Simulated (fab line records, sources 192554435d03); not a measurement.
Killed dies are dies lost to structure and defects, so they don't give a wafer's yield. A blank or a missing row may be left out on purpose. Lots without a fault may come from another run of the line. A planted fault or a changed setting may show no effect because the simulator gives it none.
Chamber matching | flow n5_finfet | N5_PASSIVATION_VIA_ETCH_13 on rie_diel-05: 4 sister chambers
The step etches SiO2 in CHF3/O2, target depth 660 nm, time 330 s. 4 wafers are shown with their chamber, then 7 later ones without.

WAFERS WITH THEIR CHAMBER
wafer  | chamber | rf_vpp_V (V)
L260.1 | 1       | 529
L268.5 | 3       | 526
L271.1 | 2       | 499
L271.5 | 0       | 537

WAFERS WITHOUT THEIR CHAMBER
wafer  | rf_vpp_V (V)
L271.6 | 527
L276.1 | 526
L276.3 | 528
L276.6 | 529
L277.1 | 536
L277.3 | 499
L277.4 | 536

WHICH CHAMBER EACH WENT THROUGH
wafer  | from the rows above     | in truth
L271.6 | can't be placed: 3 or 1 | 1
L276.1 | 3                       | 3
L276.3 | can't be placed: 1 or 3 | 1
L276.6 | 1                       | 1
L277.1 | 0                       | 0
L277.3 | 2                       | 2
L277.4 | 0                       | 0
Placed correctly: 5 of 7. Can't be placed from these rows: 2 (the true chamber is among the candidates in 2). Placed wrongly: 0.
How it was worked out, from the rows above alone: a wafer's distance from a chamber is the root of the sum, over the readings, of the square of ((its reading less the chamber's mean) divided by the reading's scatter). The wafer belongs to the nearest chamber; if the next one is less than 2 further off, it can't be placed. A chamber's mean is the mean of its shown wafers. The scatter: with one shown wafer a chamber, the root of the mean of the squares of how far each hidden wafer lies from its nearest shown one.
